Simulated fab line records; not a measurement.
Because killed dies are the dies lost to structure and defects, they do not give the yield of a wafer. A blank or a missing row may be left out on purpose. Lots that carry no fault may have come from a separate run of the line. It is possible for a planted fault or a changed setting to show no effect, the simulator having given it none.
fab line records + flow n5_finfet + part 2 of 2: steps 5 to 6 of 6
record:
- lots: 23
- wafers: 69
- last_day: 17
route steps=1938 shown BEOL_M3@982 BEOL_M4@1044
lots untouched by any fault: they come from a run of this same line in which no faults occurred
start_h: hours from the record's first day to the start of the lot's first wafer shown + wait_h: how many hours have passed since the lot's step before this one + " unchanged from the row above + L1.1+2: several wafers, shown together as one row + - no value present, or no start provided + * or withheld: withheld + < > ~ a bound
route shown NAME@n: NAME is a module with steps in the file, n the number in the route of the first one + usual: average and standard deviation across the fault-free wafers + same: alike in all rows + chamber/n: place in a boat + sites: readings site by site + _std_site: how widely they spread, as a standard deviation + _edge_site: mean of outer sites minus mean of inner sites + radius_mm: how far each site lies from the wafer's centre + mask NAME#n: copy n + behind: the last tool/chamber to shape the wafer + hold: what put the lot on hold/how long, in hours/how the hold closed + device: which transistor (n, p or np) failed to switch + end of line: the tests these same wafers got at the end of their route + step lacking rows: just its recipe + killed: dies lost to structure and defects at the first sort, not the wafer's yield + map: dies across one wafer; x = killed, . = not, _ = none there
set.NAME: setting as actually run; set.NAME@STEP: the setting as run at that earlier step + model.NAME: the simulator's own value behind a step, which no gauge read
a sample of lots followed through the steps of the route, with each step as a table and each wafer as a row
services: from which hour (start_h, from the record's first day; less than 0 if before it) a tool's chamber was out of use, for how many hours, and why
== steps ==
step: N5_BEOL_M4_HM_OPEN_17
recipe:
- chemistry: Cl2/BCl3
- target_depth_a: 200
- overetch_a: 60
- target: TiN
- mask_material: SOC
- ion_energy_ev: 150
- pressure_mtorr: 10
- icp_w: 1000
- bias_w: 126
- Cl2_flow_sccm: 53.25
- bcl3_flow_sccm: 21.75
- Ar_flow_sccm: 25
usual:
- drypump_motor_current_A: 6.0/0.34
- oes_ar_750_au: 0.74/0.094
- oes_product_au: 0.63/0.079
- rf_fwd_power_W: 993/3.3
- throttle_valve_pct: 22.39/0.19
| lot.wafer | tool         | chamber | start_h | wait_h | drypump_motor_current_A | oes_ar_750_au | oes_product_au | rf_fwd_power_W | rf_hours_counter_h | throttle_valve_pct |
|-----------|--------------|---------|---------|--------|-------------------------|---------------|----------------|----------------|--------------------|--------------------|
| L074.2    | rie_metal-01 | 1       | 153.78  | 0.0    | 5.9                     | 0.71          | 0.59           | 993            | 75                 | 22.20              |
| L074.3    | "            | 0       | "       | "      | 5.0                     | 0.73          | 0.62           | 989            | -                  | 22.16              |
| L074.4    | "            | 1       | "       | "      | 6.0                     | 0.71          | 0.59           | 991            | -                  | 22.21              |
| L075.1    | rie_metal-03 | 1       | 166.66  | 0.0    | 6.0                     | 0.94          | 0.80           | 992            | 2                  | 22.28              |
| L075.4    | "            | 0       | "       | "      | 6.1                     | 0.77          | 0.68           | 992            | -                  | 22.47              |
| L075.5    | "            | 1       | "       | "      | 6.1                     | 0.94          | 0.80           | 993            | -                  | 22.26              |
| L077.2    | rie_metal-03 | 0       | 167.45  | 0.0    | 6.1                     | 0.77          | 0.68           | 998            | 46                 | 22.48              |
| L077.3    | "            | 1       | "       | "      | 6.0                     | 0.94          | 0.80           | 992            | -                  | 22.26              |
| L077.4    | "            | 0       | "       | "      | 6.1                     | 0.78          | 0.67           | 997            | -                  | 22.46              |
| L076.3    | rie_metal-02 | 1       | 175.99  | 0.1    | 6.3                     | 0.66          | 0.57           | 988            | -                  | 22.72              |
| L076.5    | "            | 1       | "       | "      | 6.3                     | 0.67          | 0.57           | 994            | -                  | 22.70              |
| L076.6    | "            | 0       | "       | "      | 6.0                     | 0.66          | 0.57           | 995            | -                  | 22.27              |
| L078.1    | rie_metal-01 | 0       | 183.71  | 0.0    | 5.0                     | 0.73          | 0.63           | 993            | 55                 | 22.15              |
| L078.4    | "            | 1       | "       | "      | 5.9                     | 0.70          | 0.60           | 997            | -                  | 22.19              |
| L078.5    | "            | 0       | "       | "      | 5.0                     | 0.73          | 0.62           | 995            | -                  | 22.14              |
| L079.1    | rie_metal-03 | 0       | 186.08  | 0.0    | 6.1                     | 0.77          | 0.66           | 998            | 47                 | 22.49              |
| L079.4    | "            | 1       | "       | "      | 6.0                     | 0.92          | 0.77           | 993            | -                  | 22.31              |
| L079.6    | "            | 0       | "       | "      | 6.1                     | 0.77          | 0.66           | 994            | -                  | 22.49              |
| L080.3    | rie_metal-03 | 1       | 190.38  | 0.1    | 6.0                     | 0.92          | 0.78           | 994            | -                  | 22.27              |
| L080.4    | "            | 0       | "       | "      | 6.1                     | 0.76          | 0.67           | 996            | -                  | 22.48              |
| L080.5    | "            | 0       | "       | "      | 6.1                     | 0.77          | 0.67           | 999            | -                  | 22.49              |
| L081.3    | rie_metal-01 | 0       | 204.50  | 0.1    | 5.1                     | 0.72          | 0.61           | 992            | -                  | 22.15              |
| L081.5    | "            | 0       | "       | "      | 5.0                     | 0.72          | 0.61           | 990            | -                  | 22.16              |
| L081.6    | "            | 1       | "       | "      | 5.9                     | 0.70          | 0.58           | 997            | -                  | 22.21              |
| L082.1    | rie_metal-01 | 1       | 210.61  | 0.0    | 5.9                     | 0.70          | 0.60           | 990            | 79                 | 22.19              |
| L082.4    | "            | 0       | "       | "      | 5.0                     | 0.73          | 0.62           | 989            | -                  | 22.14              |
| L082.6    | "            | 1       | "       | "      | 5.9                     | 0.70          | 0.59           | 991            | -                  | 22.19              |
| L083.1    | rie_metal-03 | 0       | 214.56  | 0.0    | 6.1                     | 0.77          | 0.66           | 993            | 50                 | 22.48              |
| L083.4    | "            | 0       | "       | "      | 6.1                     | 0.77          | 0.67           | 994            | -                  | 22.50              |
| L083.5    | "            | 0       | "       | "      | 6.2                     | 0.77          | 0.66           | 993            | -                  | 22.51              |
| L085.3    | rie_metal-02 | 0       | 228.90  | 0.1    | 6.0                     | 0.65          | 0.56           | 994            | -                  | 22.32              |
| L085.5    | "            | 0       | "       | "      | 6.0                     | 0.66          | 0.56           | 996            | -                  | 22.31              |
| L085.6    | "            | 1       | "       | "      | 6.3                     | 0.66          | 0.56           | 997            | -                  | 22.70              |
| L086.1    | rie_metal-03 | 0       | 233.09  | 0.0    | 6.1                     | 0.76          | 0.66           | 996            | 51                 | 22.47              |
| L086.5    | "            | 1       | "       | "      | 6.1                     | 0.90          | 0.76           | 993            | -                  | 22.28              |
| L086.6    | "            | 0       | "       | "      | 6.1                     | 0.76          | 0.66           | 997            | -                  | 22.49              |
| L088.2    | rie_metal-02 | 0       | 240.87  | 0.0    | 6.0                     | 0.64          | 0.56           | 984            | 94                 | 22.28              |
| L088.5    | "            | 1       | "       | "      | 6.3                     | 0.65          | 0.56           | 994            | -                  | 22.71              |
| L088.6    | "            | 0       | "       | "      | 6.0                     | 0.65          | 0.57           | 987            | -                  | 22.29              |
| L089.1    | rie_metal-01 | 1       | 245.36  | 0.0    | 5.9                     | 0.69          | 0.58           | 997            | 82                 | 22.19              |
| L089.4    | "            | 0       | "       | "      | 5.0                     | 0.73          | 0.61           | 989            | -                  | 22.16              |
| L089.6    | "            | 1       | "       | "      | 5.9                     | 0.69          | 0.59           | 994            | -                  | 22.22              |
| L087.1    | rie_metal-02 | 1       | 245.81  | 0.0    | 6.3                     | 0.65          | 0.56           | 993            | 97                 | 22.70              |
| L087.2    | "            | 0       | "       | "      | 6.0                     | 0.65          | 0.56           | 991            | 94                 | 22.29              |
| L087.3    | "            | 0       | "       | "      | 6.0                     | 0.64          | 0.56           | 993            | -                  | 22.29              |
| L090.2    | rie_metal-03 | 1       | 247.21  | 0.0    | 6.0                     | 0.88          | 0.75           | 990            | 8                  | 22.29              |
| L090.3    | "            | 0       | "       | "      | 6.1                     | 0.76          | 0.66           | 994            | -                  | 22.52              |
| L090.6    | "            | 0       | "       | "      | 6.1                     | 0.77          | 0.67           | 998            | -                  | 22.50              |
| L091.1    | rie_metal-03 | 1       | 251.56  | 0.0    | 6.1                     | 0.88          | 0.76           | 993            | 8                  | 22.29              |
| L091.2    | "            | 0       | "       | "      | 6.1                     | 0.77          | 0.66           | 995            | 52                 | 22.47              |
| L091.3    | "            | 1       | "       | "      | 6.1                     | 0.88          | 0.76           | 992            | -                  | 22.28              |
| L093.1    | rie_metal-02 | 0       | 265.68  | 0.0    | 6.0                     | 0.64          | 0.56           | 993            | 95                 | 22.31              |
| L093.5    | "            | 1       | "       | "      | 6.3                     | 0.65          | 0.55           | 995            | -                  | 22.71              |
| L093.6    | "            | 0       | "       | "      | 6.0                     | 0.64          | 0.55           | 985            | -                  | 22.33              |
| L092.2    | rie_metal-02 | 0       | 266.50  | 0.0    | 6.0                     | 0.65          | 0.55           | 993            | 95                 | 22.31              |
| L092.4    | "            | 0       | "       | "      | 6.0                     | 0.64          | 0.55           | 993            | -                  | 22.33              |
| L092.5    | "            | 1       | "       | "      | 6.3                     | 0.65          | 0.55           | 993            | -                  | 22.71              |
| L094.1    | rie_metal-03 | 1       | 285.97  | 0.0    | 6.0                     | 0.86          | 0.74           | 993            | 12                 | 22.30              |
| L094.3    | "            | 1       | "       | "      | 6.0                     | 0.86          | 0.74           | 993            | -                  | 22.29              |
| L094.4    | "            | 0       | "       | "      | 6.1                     | 0.75          | 0.66           | 992            | -                  | 22.50              |
| L095.2    | rie_metal-02 | 1       | 293.15  | 0.0    | 6.3                     | 0.65          | 0.55           | 989            | 101                | 22.72              |
| L095.4    | "            | 1       | "       | "      | 6.3                     | 0.64          | 0.55           | 991            | -                  | 22.72              |
| L095.5    | "            | 1       | "       | "      | 6.3                     | 0.64          | 0.55           | 990            | -                  | 22.73              |
| L096.1    | rie_metal-03 | 0       | 293.84  | 0.0    | 6.2                     | 0.75          | 0.66           | 993            | 56                 | 22.50              |
| L096.3    | "            | 1       | "       | "      | 6.0                     | 0.86          | 0.74           | 997            | -                  | 22.31              |
| L096.6    | "            | 0       | "       | "      | 6.1                     | 0.75          | 0.66           | 995            | -                  | 22.49              |
| L097.3    | rie_metal-02 | 1       | 303.43  | 0.1    | 6.3                     | 0.65          | 0.55           | 991            | -                  | 22.72              |
| L097.4    | "            | 0       | "       | "      | 6.0                     | 0.64          | 0.55           | 989            | -                  | 22.33              |
| L097.6    | "            | 1       | "       | "      | 6.3                     | 0.64          | 0.56           | 990            | -                  | 22.70              |
step: N5_BEOL_M4_STRIP_19
recipe:
- chemistry: O2
- power_w: 400
- temp_c: 40
- pressure_mtorr: 30
- rf_frequency_hz: 6e+07
- bias_power_w: 0
- overash_fraction: 0.2
- o2_flow_sccm: 225
usual:
- drypump_motor_current_A: 5.8/0.37
- oes_product_au: 0.81/0.076
- rf_vpp_V: 3.7/0.52
- showerhead_plenum_p_Torr: 2.12/0.066
- temp_c: 40.00/0.11
- throttle_valve_pct: 16.51/0.23
same:
- overash_fraction: 0.2
| lot.wafer | tool        | chamber | start_h | wait_h | drypump_motor_current_A | oes_product_au | rf_hours_counter_h | rf_vpp_V | showerhead_plenum_p_Torr | temp_c | throttle_valve_pct |
|-----------|-------------|---------|---------|--------|-------------------------|----------------|--------------------|----------|--------------------------|--------|--------------------|
| L074.2    | rie_diel-05 | 1       | 153.89  | 0.1    | 5.7                     | 0.75           | 128                | 3.2      | 2.19                     | 39.92  | 16.46              |
| L074.3    | "           | 0       | "       | "      | 5.1                     | 0.94           | 7                  | 4.1      | 2.24                     | 40.04  | 16.56              |
| L074.4    | "           | 2       | "       | "      | 5.8                     | 0.95           | 13                 | 3.6      | 2.14                     | 40.12  | 16.07              |
| L075.1    | rie_diel-05 | 0       | 166.77  | 0.1    | 5.1                     | 0.93           | 12                 | 3.1      | 2.23                     | 39.83  | 16.58              |
| L075.4    | "           | 1       | "       | "      | 5.6                     | 0.75           | 133                | 3.3      | 2.19                     | 39.87  | 16.45              |
| L075.5    | "           | 2       | "       | "      | 5.8                     | 0.93           | -                  | 3.0      | 2.14                     | 40.07  | 16.08              |
| L077.2    | rie_diel-06 | 1       | 167.56  | 0.1    | 6.5                     | 0.86           | 65                 | 4.3      | 2.22                     | 39.91  | 16.57              |
| L077.3    | "           | 2       | "       | "      | 5.6                     | 0.78           | 152                | 4.9      | 2.01                     | 39.95  | 16.69              |
| L077.4    | "           | 3       | "       | "      | 6.6                     | 0.68           | 230                | 3.8      | 1.98                     | 40.09  | 16.41              |
| L076.3    | rie_diel-06 | 3       | 176.08  | 0.1    | 6.6                     | 0.68           | 233                | 3.0      | 1.98                     | 40.01  | 16.42              |
| L076.5    | "           | 1       | "       | "      | 6.5                     | 0.85           | -                  | 3.8      | 2.22                     | 39.92  | 16.58              |
| L076.6    | "           | 2       | "       | "      | 5.7                     | 0.77           | -                  | 4.2      | 2.01                     | 39.87  | 16.69              |
| L078.1    | rie_diel-05 | 1       | 183.96  | 0.2    | 5.7                     | 0.75           | 138                | 3.5      | 2.18                     | 39.80  | 16.46              |
| L078.4    | "           | 2       | "       | "      | 5.8                     | 0.93           | 22                 | 2.7      | 2.14                     | 40.06  | 16.09              |
| L078.5    | "           | 1       | "       | "      | 5.6                     | 0.74           | -                  | 2.6      | 2.18                     | 39.70  | 16.47              |
| L079.1    | rie_diel-04 | 1       | 186.19  | 0.1    | 6.0                     | 0.85           | 60                 | 3.6      | 2.13                     | 40.03  | 16.24              |
| L079.4    | "           | 0       | "       | "      | 5.4                     | 0.87           | 53                 | 4.7      | 2.13                     | 39.85  | 16.57              |
| L079.6    | "           | 2       | "       | "      | 5.9                     | 0.81           | -                  | 3.4      | 2.12                     | 39.89  | 16.82              |
| L080.3    | rie_diel-06 | 0       | 190.69  | 0.3    | 5.9                     | 0.74           | 159                | 3.6      | 2.10                     | 40.00  | 16.59              |
| L080.4    | "           | 3       | "       | "      | 6.6                     | 0.68           | 239                | 2.4      | 1.97                     | 40.38  | 16.41              |
| L080.5    | "           | 0       | "       | "      | 5.9                     | 0.74           | -                  | 3.6      | 2.10                     | 40.01  | 16.58              |
| L081.3    | rie_diel-04 | 0       | 204.59  | 0.1    | 5.4                     | 0.86           | 56                 | 3.7      | 2.13                     | 40.13  | 16.58              |
| L081.5    | "           | 3       | "       | "      | 5.5                     | 0.93           | -                  | 4.5      | 2.14                     | 39.93  | 16.28              |
| L081.6    | "           | 2       | "       | "      | 5.9                     | 0.80           | -                  | 3.5      | 2.11                     | 39.86  | 16.84              |
| L082.1    | rie_diel-06 | 3       | 210.72  | 0.1    | 6.6                     | 0.68           | 245                | 4.5      | 1.97                     | 40.13  | 16.42              |
| L082.4    | "           | 0       | "       | "      | 5.9                     | 0.73           | 165                | 4.4      | 2.10                     | 40.15  | 16.59              |
| L082.6    | "           | 0       | "       | "      | 5.9                     | 0.73           | -                  | 2.9      | 2.10                     | 40.12  | 16.59              |
| L083.1    | rie_diel-06 | 3       | 214.67  | 0.1    | 6.6                     | 0.68           | 246                | 2.6      | 1.97                     | 39.99  | 16.44              |
| L083.4    | "           | 2       | "       | "      | 5.6                     | 0.76           | 167                | 3.4      | 2.00                     | 40.01  | 16.72              |
| L083.5    | "           | 2       | "       | "      | 5.7                     | 0.76           | -                  | 3.9      | 2.00                     | 40.14  | 16.72              |
| L085.3    | rie_diel-04 | 2       | 228.98  | 0.1    | 5.9                     | 0.79           | 110                | 3.6      | 2.11                     | 39.80  | 16.84              |
| L085.5    | "           | 1       | "       | "      | 6.0                     | 0.83           | -                  | 3.7      | 2.12                     | 40.02  | 16.28              |
| L085.6    | "           | 2       | "       | "      | 5.9                     | 0.79           | -                  | 3.3      | 2.11                     | 40.01  | 16.84              |
| L086.1    | rie_diel-05 | 1       | 233.20  | 0.1    | 5.6                     | 0.73           | 158                | 3.0      | 2.18                     | 39.77  | 16.48              |
| L086.5    | "           | 0       | "       | "      | 5.1                     | 0.87           | -                  | 3.4      | 2.23                     | 40.04  | 16.63              |
| L086.6    | "           | 1       | "       | "      | 5.7                     | 0.73           | -                  | 3.4      | 2.18                     | 39.83  | 16.50              |
| L088.2    | rie_diel-04 | 1       | 240.99  | 0.1    | 6.0                     | 0.83           | 80                 | 3.8      | 2.12                     | 39.96  | 16.30              |
| L088.5    | "           | 0       | "       | "      | 5.4                     | 0.85           | -                  | 3.0      | 2.13                     | 40.11  | 16.60              |
| L088.6    | "           | 1       | "       | "      | 6.0                     | 0.83           | -                  | 3.5      | 2.12                     | 40.04  | 16.28              |
| L089.1    | rie_diel-06 | 1       | 245.51  | 0.1    | 6.4                     | 0.83           | 88                 | 3.8      | 2.21                     | 39.94  | 16.62              |
| L089.4    | "           | 0       | "       | "      | 5.9                     | 0.71           | -                  | 3.5      | 2.10                     | 40.07  | 16.62              |
| L089.6    | "           | 1       | "       | "      | 6.4                     | 0.83           | -                  | 4.2      | 2.21                     | 39.97  | 16.60              |
| L087.1    | rie_diel-04 | 1       | 245.92  | 0.1    | 6.0                     | 0.82           | 82                 | 3.7      | 2.12                     | 40.11  | 16.30              |
| L087.2    | "           | 0       | "       | "      | 5.4                     | 0.84           | 71                 | 3.5      | 2.13                     | 40.11  | 16.61              |
| L087.3    | "           | 3       | "       | "      | 5.6                     | 0.89           | 32                 | 3.1      | 2.14                     | 40.21  | 16.31              |
| L090.2    | rie_diel-04 | 3       | 247.32  | 0.1    | 5.6                     | 0.90           | 32                 | 3.4      | 2.14                     | 40.03  | 16.30              |
| L090.3    | "           | 1       | "       | "      | 6.0                     | 0.83           | 82                 | 3.5      | 2.12                     | 40.03  | 16.27              |
| L090.6    | "           | 3       | "       | "      | 5.6                     | 0.90           | -                  | 3.6      | 2.14                     | 39.97  | 16.30              |
| L091.1    | rie_diel-05 | 2       | 251.67  | 0.1    | 5.8                     | 0.87           | 52                 | 3.6      | 2.13                     | 39.96  | 16.13              |
| L091.2    | "           | 3       | "       | "      | 5.9                     | 0.97           | 3                  | 4.3      | 2.06                     | 39.78  | 16.41              |
| L091.3    | "           | 0       | "       | "      | 5.1                     | 0.85           | 46                 | 4.1      | 2.22                     | 40.02  | 16.65              |
| L093.1    | rie_diel-04 | 0       | 265.85  | 0.1    | 5.4                     | 0.83           | 80                 | 3.5      | 2.13                     | 39.79  | 16.63              |
| L093.5    | "           | 0       | "       | "      | 5.4                     | 0.83           | -                  | 5.4      | 2.13                     | 39.92  | 16.62              |
| L093.6    | "           | 3       | "       | "      | 5.6                     | 0.87           | -                  | 4.2      | 2.13                     | 39.93  | 16.31              |
| L092.2    | rie_diel-04 | 1       | 266.62  | 0.1    | 6.0                     | 0.81           | 90                 | 4.6      | 2.12                     | 39.82  | 16.32              |
| L092.4    | "           | 0       | "       | "      | 5.4                     | 0.83           | 80                 | 3.7      | 2.12                     | 39.95  | 16.62              |
| L092.5    | "           | 3       | "       | "      | 5.6                     | 0.87           | -                  | 3.8      | 2.13                     | 39.96  | 16.31              |
| L094.1    | rie_diel-05 | 0       | 286.24  | 0.2    | 5.0                     | 0.84           | 59                 | 4.0      | 2.22                     | 40.06  | 16.66              |
| L094.3    | "           | 2       | "       | "      | 5.8                     | 0.85           | 65                 | 3.9      | 2.13                     | 39.87  | 16.16              |
| L094.4    | "           | 3       | "       | "      | 5.9                     | 0.91           | 17                 | 4.0      | 2.06                     | 39.97  | 16.45              |
| L095.2    | rie_diel-05 | 1       | 293.36  | 0.2    | 5.7                     | 0.70           | 183                | 3.4      | 2.17                     | 40.06  | 16.54              |
| L095.4    | "           | 3       | "       | "      | 5.9                     | 0.92           | 19                 | 3.3      | 2.06                     | 39.99  | 16.42              |
| L095.5    | "           | 3       | "       | "      | 5.9                     | 0.90           | -                  | 3.8      | 2.05                     | 39.99  | 16.45              |
| L096.1    | rie_diel-04 | 2       | 293.95  | 0.1    | 5.9                     | 0.76           | 133                | 3.2      | 2.10                     | 39.97  | 16.91              |
| L096.3    | "           | 0       | "       | "      | 5.4                     | 0.81           | 90                 | 3.4      | 2.12                     | 39.79  | 16.65              |
| L096.6    | "           | 0       | "       | "      | 5.4                     | 0.83           | -                  | 2.9      | 2.12                     | 39.90  | 16.65              |
| L097.3    | rie_diel-06 | 3       | 303.76  | 0.3    | 6.6                     | 0.93           | 19                 | 4.1      | 2.23                     | 39.94  | 15.99              |
| L097.4    | "           | 2       | "       | "      | 5.6                     | 0.73           | 195                | 4.8      | 1.99                     | 40.00  | 16.78              |
| L097.6    | "           | 1       | "       | "      | 6.5                     | 0.81           | -                  | 4.1      | 2.21                     | 39.98  | 16.64              |
== services ==
| tool           | chamber | start_h | hours | kind   |
|----------------|---------|---------|-------|--------|
| rie_diel-05    | 2       | 132.80  | 6.0   | repair |
| rie_diel-01    | 3       | 135.89  | 14.2  | repair |
| rie_diel-02    | 0       | 141.71  | 3.3   | repair |
| pecvd-01       | -       | 145.65  | 1.2   | repair |
| rie_diel-03    | 3       | 151.46  | 4.3   | repair |
| pvd_sputter-02 | -       | 153.37  | 1.0   | repair |
| pecvd-01       | -       | 154.03  | 5.5   | pm     |
| rie_metal-01   | 1       | 161.67  | 9.4   | repair |
| pvd_sputter-03 | -       | 169.70  | 3.3   | repair |
| rie_diel-03    | 2       | 170.31  | 8.0   | repair |
| pecvd-02       | -       | 189.03  | 6.0   | pm     |
| rie_diel-03    | 3       | 214.67  | 3.1   | repair |
| rie_diel-01    | 0       | 216.59  | 1.2   | repair |
| rie_diel-02    | -       | 219.04  | 0.7   | repair |
| rie_metal-01   | -       | 224.32  | 1.4   | pm     |
| rie_diel-03    | 2       | 224.91  | 9.3   | repair |
| rie_diel-03    | 0       | 240.51  | 12.8  | repair |
| rie_diel-02    | 3       | 256.42  | 2.8   | repair |
| rie_metal-03   | 0       | 265.79  | 4.4   | repair |
| rie_diel-02    | 2       | 267.02  | 6.3   | repair |
| pecvd-02       | 2       | 273.24  | 6.8   | repair |
| pecvd-01       | 1       | 289.93  | 18.0  | repair |
| pecvd-01       | 0       | 293.05  | 6.1   | repair |
| pvd_sputter-01 | -       | 300.26  | 1.2   | repair |
